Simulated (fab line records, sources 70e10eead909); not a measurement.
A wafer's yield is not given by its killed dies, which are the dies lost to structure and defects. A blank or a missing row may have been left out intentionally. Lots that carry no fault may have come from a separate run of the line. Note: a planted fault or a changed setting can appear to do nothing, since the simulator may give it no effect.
Which of the tools did it? + flow nand-harc + Sampling: 24 lots, 72 wafers, 6 of 1159 route steps

== WHAT THE GAUGES SHOWED, per wafer ==
The record lacks any reading of a measuring or inspecting step that a usual standard deviation could be used to judge.

== TOOL THAT RAN EACH LOT (tool first, then ch and the chambers of the sampled wafers, then the start) ==
| lot  | NHARC_A_STAIRCASE_TRIM_24                     | NHARC_A_STAIRCASE_ETCH_190                    | NHARC_A_STAIRCASE_ETCH_201                    | NHARC_A_STAIRCASE_STRIP_205          | NHARC_A_STAIRCASE_ETCH_225     | NHARC_A_STAIRCASE_TRIM_226     |
|------|-----------------------------------------------|-----------------------------------------------|-----------------------------------------------|--------------------------------------|--------------------------------|--------------------------------|
| L074 | rie-diel-12 ch 0,1, day 10 21:03 or earlier   | rie-diel-05 ch 0,1,2, day 10 21:03 or earlier | rie-diel-05 ch 1,2,3, day 10 21:03 or earlier | plasma-asher-02 ch 0,1, day 10 21:03 | rie-diel-11 ch 1,2,3, no start | rie-diel-11 ch 0,1, no start   |
| L077 | rie-diel-05 ch 2,3, day 11 12:13 or earlier   | rie-diel-12 ch 0,1,2, day 11 12:13 or earlier | rie-diel-05 ch 0,2,3, day 11 12:13 or earlier | plasma-asher-01 ch 0,1, day 11 12:13 | rie-diel-05 ch 0,3, no start   | rie-diel-05 ch 0,2,3, no start |
| L075 | rie-diel-11 ch 0,3, day 11 12:53 or earlier   | rie-diel-11 ch 1,2,3, day 11 12:53 or earlier | rie-diel-11 ch 1,3, day 11 12:53 or earlier   | plasma-asher-02 ch 0,1, day 11 12:53 | rie-diel-05 ch 0,2,3, no start | rie-diel-05 ch 0,1,3, no start |
| L076 | rie-diel-12 ch 0,1,2, day 11 21:52 or earlier | rie-diel-11 ch 1,3, day 11 21:52 or earlier   | rie-diel-12 ch 0,1,3, day 11 21:52 or earlier | plasma-asher-01 ch 0,1, day 11 21:52 | rie-diel-12 ch 1,2,3, no start | rie-diel-12 ch 2,3, no start   |
| L078 | rie-diel-11 ch 0,1,2, day 11 22:07 or earlier | rie-diel-11 ch 1,3, day 11 22:07 or earlier   | rie-diel-11 ch 1,2,3, day 11 22:07 or earlier | plasma-asher-02 ch 1, day 11 22:07   | rie-diel-12 ch 0,1,2, no start | rie-diel-12 ch 0,3, no start   |
| L079 | rie-diel-05 ch 0,1, day 12 06:47 or earlier   | rie-diel-05 ch 0,1,3, day 12 06:47 or earlier | rie-diel-05 ch 0,1,2, day 12 06:47 or earlier | plasma-asher-01 ch 1, day 12 06:47   | rie-diel-12 ch 0,3, no start   | rie-diel-12 ch 0,3, no start   |
| L081 | rie-diel-05 ch 1,2,3, day 12 09:49 or earlier | rie-diel-11 ch 1,2,3, day 12 09:49 or earlier | rie-diel-05 ch 0,1,2, day 12 09:49 or earlier | plasma-asher-01 ch 0,1, day 12 09:49 | rie-diel-05 ch 0,2,3, no start | rie-diel-05 ch 0,1,3, no start |
| L080 | rie-diel-05 ch 0,1, day 12 10:55 or earlier   | rie-diel-05 ch 0,3, day 12 10:55 or earlier   | rie-diel-12 ch 0,2,3, day 12 10:55 or earlier | plasma-asher-01 ch 0,1, day 12 10:55 | rie-diel-12 ch 0,1,3, no start | rie-diel-12 ch 1,2, no start   |
| L082 | rie-diel-11 ch 1,2,3, day 12 23:56 or earlier | rie-diel-12 ch 0,2, day 12 23:56 or earlier   | rie-diel-05 ch 0,1,2, day 12 23:56 or earlier | plasma-asher-02 ch 0,1, day 12 23:56 | rie-diel-12 ch 0,1,2, no start | rie-diel-12 ch 0,3, no start   |
| L083 | rie-diel-05 ch 1,2, day 13 00:38 or earlier   | rie-diel-12 ch 0,3, day 13 00:38 or earlier   | rie-diel-05 ch 0,1, day 13 00:38 or earlier   | plasma-asher-02 ch 0,1, day 13 00:38 | rie-diel-05 ch 2,3, no start   | rie-diel-05 ch 1,2,3, no start |
| L084 | rie-diel-12 ch 0,2,3, day 13 05:32 or earlier | rie-diel-12 ch 2,3, day 13 05:32 or earlier   | rie-diel-11 ch 0,1,2, day 13 05:32 or earlier | plasma-asher-02 ch 0,1, day 13 05:32 | rie-diel-11 ch 1,3, no start   | rie-diel-11 ch 1,2, no start   |
| L085 | rie-diel-12 ch 1,2, day 13 19:19 or earlier   | rie-diel-05 ch 0,1,3, day 13 19:19 or earlier | rie-diel-11 ch 1,2,3, day 13 19:19 or earlier | plasma-asher-02 ch 0,1, day 13 19:19 | rie-diel-12 ch 0,2, no start   | rie-diel-12 ch 0,3, no start   |
| L087 | rie-diel-11 ch 1,3, day 14 03:31 or earlier   | rie-diel-12 ch 0,2,3, day 14 03:31 or earlier | rie-diel-12 ch 1,2,3, day 14 03:31 or earlier | plasma-asher-02 ch 0,1, day 14 03:31 | rie-diel-11 ch 0,2,3, no start | rie-diel-11 ch 0,1,3, no start |
| L086 | rie-diel-05 ch 0,2,3, day 14 03:50 or earlier | rie-diel-05 ch 0,1,2, day 14 03:50 or earlier | rie-diel-05 ch 1,3, day 14 03:50 or earlier   | plasma-asher-02 ch 0,1, day 14 03:50 | rie-diel-12 ch 1,3, no start   | rie-diel-12 ch 0,3, no start   |
| L090 | rie-diel-05 ch 1,2,3, day 15 01:56 or earlier | rie-diel-05 ch 0,3, day 15 01:56 or earlier   | rie-diel-12 ch 0,3, day 15 01:56 or earlier   | plasma-asher-01 ch 0,1, day 15 01:56 | rie-diel-05 ch 0,2,3, no start | rie-diel-05 ch 0,1,3, no start |
| L088 | rie-diel-11 ch 0,1,2, day 15 01:33 or earlier | rie-diel-11 ch 0,2, day 15 01:33 or earlier   | rie-diel-11 ch 0,1,3, day 15 01:33 or earlier | plasma-asher-02 ch 0,1, day 15 01:33 | rie-diel-12 ch 2,3, no start   | rie-diel-12 ch 2,3, no start   |
| L089 | rie-diel-05 ch 0,2,3, day 15 06:02 or earlier | rie-diel-11 ch 0,1,3, day 15 06:02 or earlier | rie-diel-11 ch 0,1, day 15 06:02 or earlier   | plasma-asher-02 ch 0,1, day 15 06:02 | rie-diel-12 ch 0,1,2, no start | rie-diel-12 ch 0,2,3, no start |
| L091 | rie-diel-05 ch 1,2,3, day 15 08:14 or earlier | rie-diel-12 ch 0,1,2, day 15 08:14 or earlier | rie-diel-12 ch 0,2, day 15 08:14 or earlier   | plasma-asher-01 ch 1, day 15 08:14   | rie-diel-11 ch 0,1,3, no start | rie-diel-11 ch 1,3, no start   |
| L093 | rie-diel-11 ch 0,1,3, day 15 08:34 or earlier | rie-diel-12 ch 1,2,3, day 15 08:34 or earlier | rie-diel-11 ch 1,2,3, day 15 08:34 or earlier | plasma-asher-02 ch 0,1, day 15 08:34 | rie-diel-12 ch 2,3, no start   | rie-diel-12 ch 0,1,3, no start |
| L092 | rie-diel-11 ch 1,2,3, day 15 18:22 or earlier | rie-diel-05 ch 0,2,3, day 15 18:22 or earlier | rie-diel-12 ch 0,1,2, day 15 18:22 or earlier | plasma-asher-01 ch 0,1, day 15 18:22 | rie-diel-11 ch 0,2,3, no start | rie-diel-11 ch 1,2,3, no start |
| L096 | rie-diel-05 ch 0,2,3, day 16 09:03 or earlier | rie-diel-05 ch 0,2, day 16 09:03 or earlier   | rie-diel-05 ch 0,2, day 16 09:03 or earlier   | plasma-asher-01 ch 0,1, day 16 09:03 | rie-diel-12 ch 2,3, no start   | rie-diel-12 ch 2,3, no start   |
| L097 | rie-diel-12 ch 1,2, day 16 12:37 or earlier   | rie-diel-05 ch 2,3, day 16 12:37 or earlier   | rie-diel-12 ch 0,2,3, day 16 12:37 or earlier | plasma-asher-01 ch 0,1, day 16 12:37 | rie-diel-12 ch 0,1,3, no start | rie-diel-12 ch 1,3, no start   |
| L094 | rie-diel-12 ch 0,1,2, day 16 13:07 or earlier | rie-diel-05 ch 1,2,3, day 16 13:07 or earlier | rie-diel-05 ch 1,2, day 16 13:07 or earlier   | plasma-asher-01 ch 0,1, day 16 13:07 | rie-diel-12 ch 0,1, no start   | rie-diel-12 ch 1,2,3, no start |
| L095 | rie-diel-12 ch 2,3, day 16 21:25 or earlier   | rie-diel-11 ch 0,2,3, day 16 21:25 or earlier | rie-diel-05 ch 1,2, day 16 21:25 or earlier   | plasma-asher-02 ch 1, day 16 21:25   | rie-diel-11 ch 0,2, no start   | rie-diel-11 ch 0,2,3, no start |
- NHARC_A_STAIRCASE_TRIM_24: chemistry O2, time 211.2 s.
- NHARC_A_STAIRCASE_ETCH_190: etches the open film in C4F8/O2, target depth 100 nm, time 40.5 s.
- NHARC_A_STAIRCASE_ETCH_201: etches the open film in C4F8/O2, target depth 100 nm, time 40.5 s.
- NHARC_A_STAIRCASE_STRIP_205: strips in O2.
- NHARC_A_STAIRCASE_ETCH_225: etches the open film in C4F8/O2, target depth 100 nm, time 40.5 s.
- NHARC_A_STAIRCASE_TRIM_226: chemistry O2, time 211.2 s.

== WHAT THE TOOLS THEMSELVES READ (means of the sampled wafers that have a number; where no wafer has one, the mark that the record gives instead) ==
NHARC_A_STAIRCASE_TRIM_24.
| lot  | tool        | drypump-motor-current-A (A) | oes-product-au (a.u.) | rf-vpp-V (V) | showerhead-plenum-p-Torr (Torr) | throttle-valve-pct (%) |
|------|-------------|-----------------------------|-----------------------|--------------|---------------------------------|------------------------|
| L074 | rie-diel-12 | 6.1                         | 0.990                 | 57.7         | 3.71                            | 17.044                 |
| L077 | rie-diel-05 | 6.4                         | 1.007                 | 58.2         | 3.33                            | 17.039                 |
| L075 | rie-diel-11 | 6.3                         | 0.996                 | 57.2         | 3.34                            | 17.035                 |
| L076 | rie-diel-12 | 5.8                         | 0.983                 | 57.6         | 3.61                            | 17.034                 |
| L078 | rie-diel-11 | 5.9                         | 1.000                 | 57.2         | 3.65                            | 17.034                 |
| L079 | rie-diel-05 | 5.4                         | 1.003                 | 57.5         | 3.49                            | 17.037                 |
| L081 | rie-diel-05 | 6.1                         | 0.990                 | 56.7         | 3.38                            | 17.048                 |
| L080 | rie-diel-05 | 5.1                         | 1.003                 | 58.3         | 3.49                            | 17.028                 |
| L082 | rie-diel-11 | 6.2                         | 0.992                 | 57.8         | 3.62                            | 17.035                 |
| L083 | rie-diel-05 | 6.0                         | 0.991                 | 57.6         | 3.41                            | 17.039                 |
| L084 | rie-diel-12 | 5.7                         | 0.993                 | 57.8         | 3.55                            | 17.032                 |
| L085 | rie-diel-12 | 5.6                         | 0.989                 | 57.9         | 3.50                            | 17.042                 |
| L087 | rie-diel-11 | 6.3                         | 1.004                 | 57.3         | 3.46                            | 17.037                 |
| L086 | rie-diel-05 | 5.8                         | 1.003                 | 56.8         | 3.38                            | 17.037                 |
| L090 | rie-diel-05 | 6.1                         | 1.001                 | 57.7         | 3.37                            | 17.029                 |
| L088 | rie-diel-11 | 5.9                         | 1.004                 | 58.9         | 3.63                            | 17.029                 |
| L089 | rie-diel-05 | 5.8                         | 0.994                 | 57.9         | 3.38                            | 17.038                 |
| L091 | rie-diel-05 | 6.1                         | 1.002                 | 57.4         | 3.37                            | 17.030                 |
| L093 | rie-diel-11 | 6.0                         | 1.008                 | 57.8         | 3.47                            | 17.038                 |
| L092 | rie-diel-11 | 6.1                         | 1.002                 | 57.4         | 3.61                            | 17.040                 |
| L096 | rie-diel-05 | 5.8                         | 0.997                 | 57.3         | 3.55                            | 17.039                 |
| L097 | rie-diel-12 | 5.6                         | 0.987                 | 57.8         | 3.49                            | 17.034                 |
| L094 | rie-diel-12 | 5.8                         | 0.989                 | 58.5         | 3.59                            | 17.030                 |
| L095 | rie-diel-12 | 5.5                         | 1.004                 | 57.8         | 3.53                            | 17.033                 |

NHARC_A_STAIRCASE_ETCH_190.
| lot  | tool        | oes-product-au (a.u.) | rf-vpp-V (V) |
|------|-------------|-----------------------|--------------|
| L074 | rie-diel-05 | 0.935                 | 893          |
| L077 | rie-diel-12 | 0.923                 | 899          |
| L075 | rie-diel-11 | 0.939                 | 900          |
| L076 | rie-diel-11 | 0.939                 | 899          |
| L078 | rie-diel-11 | 0.943                 | 899          |
| L079 | rie-diel-05 | 0.928                 | 892          |
| L081 | rie-diel-11 | 0.927                 | 898          |
| L080 | rie-diel-05 | 0.941                 | 893          |
| L082 | rie-diel-12 | 0.930                 | 893          |
| L083 | rie-diel-12 | 0.930                 | 900          |
| L084 | rie-diel-12 | 0.942                 | 896          |
| L085 | rie-diel-05 | 0.938                 | 891          |
| L087 | rie-diel-12 | 0.936                 | 897          |
| L086 | rie-diel-05 | 0.940                 | 893          |
| L090 | rie-diel-05 | 0.930                 | 892          |
| L088 | rie-diel-11 | 0.936                 | 894          |
| L089 | rie-diel-11 | 0.953                 | 894          |
| L091 | rie-diel-12 | 0.934                 | 899          |
| L093 | rie-diel-12 | 0.945                 | 898          |
| L092 | rie-diel-05 | 0.946                 | 896          |
| L096 | rie-diel-05 | 0.928                 | 892          |
| L097 | rie-diel-05 | 0.934                 | 901          |
| L094 | rie-diel-05 | 0.932                 | 897          |
| L095 | rie-diel-11 | 0.942                 | 894          |

NHARC_A_STAIRCASE_ETCH_201.
| lot  | tool        | oes-product-au (a.u.) | rf-vpp-V (V) |
|------|-------------|-----------------------|--------------|
| L074 | rie-diel-05 | 0.941                 | 891          |
| L077 | rie-diel-05 | 0.939                 | 891          |
| L075 | rie-diel-11 | 0.945                 | 894          |
| L076 | rie-diel-12 | 0.938                 | 903          |
| L078 | rie-diel-11 | 0.934                 | 900          |
| L079 | rie-diel-05 | 0.934                 | 893          |
| L081 | rie-diel-05 | 0.935                 | 893          |
| L080 | rie-diel-12 | 0.929                 | 897          |
| L082 | rie-diel-05 | 0.938                 | 893          |
| L083 | rie-diel-05 | 0.936                 | 895          |
| L084 | rie-diel-11 | 0.936                 | 900          |
| L085 | rie-diel-11 | 0.958                 | 900          |
| L087 | rie-diel-12 | 0.933                 | 898          |
| L086 | rie-diel-05 | 0.946                 | 890          |
| L090 | rie-diel-12 | 0.938                 | 900          |
| L088 | rie-diel-11 | 0.951                 | 894          |
| L089 | rie-diel-11 | 0.952                 | 893          |
| L091 | rie-diel-12 | 0.931                 | 897          |
| L093 | rie-diel-11 | 0.947                 | 898          |
| L092 | rie-diel-12 | 0.939                 | 897          |
| L096 | rie-diel-05 | 0.929                 | 891          |
| L097 | rie-diel-12 | 0.929                 | 896          |
| L094 | rie-diel-05 | 0.951                 | 892          |
| L095 | rie-diel-05 | 0.941                 | 893          |

NHARC_A_STAIRCASE_STRIP_205.
| lot  | tool            | drypump-motor-current-A (A) | heater-power-w (W) |
|------|-----------------|-----------------------------|--------------------|
| L074 | plasma-asher-02 | 6.0                         | 283                |
| L077 | plasma-asher-01 | 6.5                         | 346                |
| L075 | plasma-asher-02 | 5.8                         | 274                |
| L076 | plasma-asher-01 | 6.4                         | 344                |
| L078 | plasma-asher-02 | 6.1                         | 287                |
| L079 | plasma-asher-01 | 6.5                         | 333                |
| L081 | plasma-asher-01 | 6.5                         | 361                |
| L080 | plasma-asher-01 | 6.5                         | 343                |
| L082 | plasma-asher-02 | 5.8                         | 283                |
| L083 | plasma-asher-02 | 5.8                         | 282                |
| L084 | plasma-asher-02 | 5.9                         | 280                |
| L085 | plasma-asher-02 | 5.8                         | 274                |
| L087 | plasma-asher-02 | 6.0                         | 281                |
| L086 | plasma-asher-02 | 6.0                         | 284                |
| L090 | plasma-asher-01 | 6.5                         | 353                |
| L088 | plasma-asher-02 | 5.8                         | 285                |
| L089 | plasma-asher-02 | 5.8                         | 282                |
| L091 | plasma-asher-01 | 6.5                         | 317                |
| L093 | plasma-asher-02 | 5.8                         | 281                |
| L092 | plasma-asher-01 | 6.5                         | 351                |
| L096 | plasma-asher-01 | 6.5                         | 335                |
| L097 | plasma-asher-01 | 6.5                         | 358                |
| L094 | plasma-asher-01 | 6.5                         | 338                |
| L095 | plasma-asher-02 | 6.1                         | 299                |

NHARC_A_STAIRCASE_ETCH_225.
| lot  | tool        | oes-product-au (a.u.) | rf-vpp-V (V) |
|------|-------------|-----------------------|--------------|
| L074 | rie-diel-11 | 0.946                 | 900          |
| L077 | rie-diel-05 | 0.940                 | 892          |
| L075 | rie-diel-05 | 0.940                 | 891          |
| L076 | rie-diel-12 | 0.941                 | 899          |
| L078 | rie-diel-12 | 0.931                 | 899          |
| L079 | rie-diel-12 | 0.923                 | 901          |
| L081 | rie-diel-05 | 0.941                 | 890          |
| L080 | rie-diel-12 | 0.941                 | 902          |
| L082 | rie-diel-12 | 0.923                 | 898          |
| L083 | rie-diel-05 | 0.954                 | 887          |
| L084 | rie-diel-11 | 0.937                 | 898          |
| L085 | rie-diel-12 | 0.928                 | 893          |
| L087 | rie-diel-11 | 0.947                 | 894          |
| L086 | rie-diel-12 | 0.945                 | 902          |
| L090 | rie-diel-05 | 0.941                 | 891          |
| L088 | rie-diel-12 | 0.940                 | 896          |
| L089 | rie-diel-12 | 0.929                 | 898          |
| L091 | rie-diel-11 | 0.950                 | 894          |
| L093 | rie-diel-12 | 0.932                 | 897          |
| L092 | rie-diel-11 | 0.943                 | 893          |
| L096 | rie-diel-12 | 0.924                 | 893          |
| L097 | rie-diel-12 | 0.924                 | 901          |
| L094 | rie-diel-12 | 0.916                 | 903          |
| L095 | rie-diel-11 | 0.915                 | 895          |

NHARC_A_STAIRCASE_TRIM_226.
| lot  | tool        | drypump-motor-current-A (A) | oes-product-au (a.u.) | rf-vpp-V (V) | showerhead-plenum-p-Torr (Torr) | throttle-valve-pct (%) |
|------|-------------|-----------------------------|-----------------------|--------------|---------------------------------|------------------------|
| L074 | rie-diel-11 | 5.7                         | 1.009                 | 57.3         | 3.64                            | 17.051                 |
| L077 | rie-diel-05 | 5.8                         | 0.997                 | 57.3         | 3.39                            | 17.036                 |
| L075 | rie-diel-05 | 5.7                         | 0.999                 | 57.9         | 3.43                            | 17.039                 |
| L076 | rie-diel-12 | 5.5                         | 1.003                 | 58.5         | 3.55                            | 17.030                 |
| L078 | rie-diel-12 | 5.9                         | 0.999                 | 58.2         | 3.66                            | 17.031                 |
| L079 | rie-diel-12 | 5.9                         | 0.997                 | 58.0         | 3.66                            | 17.029                 |
| L081 | rie-diel-05 | 5.7                         | 0.992                 | 58.0         | 3.42                            | 17.038                 |
| L080 | rie-diel-12 | 5.7                         | 1.001                 | 57.9         | 3.64                            | 17.044                 |
| L082 | rie-diel-12 | 5.7                         | 0.996                 | 58.0         | 3.65                            | 17.030                 |
| L083 | rie-diel-05 | 6.1                         | 1.001                 | 57.8         | 3.38                            | 17.038                 |
| L084 | rie-diel-11 | 5.8                         | 0.993                 | 57.5         | 3.76                            | 17.034                 |
| L085 | rie-diel-12 | 5.8                         | 1.005                 | 58.3         | 3.65                            | 17.034                 |
| L087 | rie-diel-11 | 6.0                         | 1.014                 | 57.4         | 3.48                            | 17.034                 |
| L086 | rie-diel-12 | 5.9                         | 0.998                 | 58.4         | 3.65                            | 17.035                 |
| L090 | rie-diel-05 | 5.7                         | 1.003                 | 56.6         | 3.41                            | 17.040                 |
| L088 | rie-diel-12 | 5.4                         | 0.996                 | 58.1         | 3.44                            | 17.041                 |
| L089 | rie-diel-12 | 5.6                         | 0.997                 | 57.8         | 3.54                            | 17.030                 |
| L091 | rie-diel-11 | 6.0                         | 1.009                 | 56.9         | 3.60                            | 17.034                 |
| L093 | rie-diel-12 | 5.9                         | 0.982                 | 58.2         | 3.69                            | 17.033                 |
| L092 | rie-diel-11 | 6.1                         | 0.996                 | 58.0         | 3.61                            | 17.041                 |
| L096 | rie-diel-12 | 5.4                         | 0.996                 | 57.5         | 3.43                            | 17.033                 |
| L097 | rie-diel-12 | 5.7                         | 0.992                 | 57.4         | 3.67                            | 17.032                 |
| L094 | rie-diel-12 | 5.6                         | 1.006                 | 58.7         | 3.58                            | 17.036                 |
| L095 | rie-diel-11 | 6.2                         | 0.997                 | 57.9         | 3.48                            | 17.039                 |

== THE ANSWER, worked out from the rows above alone ==
Rule: usual is defined by the lots themselves. Put in order of their means at a reading, lots are off if they are a third of the lots or fewer, leave a main group of 4 or more, and stand apart from it by a gap of 3 or more times the standard deviation of the main group's means; of several such gaps the widest counts. A main group whose means are all the same, to the digits that the tables above print for the reading, isn't used. A lot without any number at a reading at which 4 lots or more have one is off too. The other lots that the step has rows for count as sound. First the gauges in route order, then the tools' own readings, where a lot's mean is used as printed above. At the first step where some lot is off, the reading lying furthest off is the one used; lots without a number count as furthest.
No lot is off at any reading shown: from this, nothing can be told.

== WHAT THE SIMULATOR PUT IN ==
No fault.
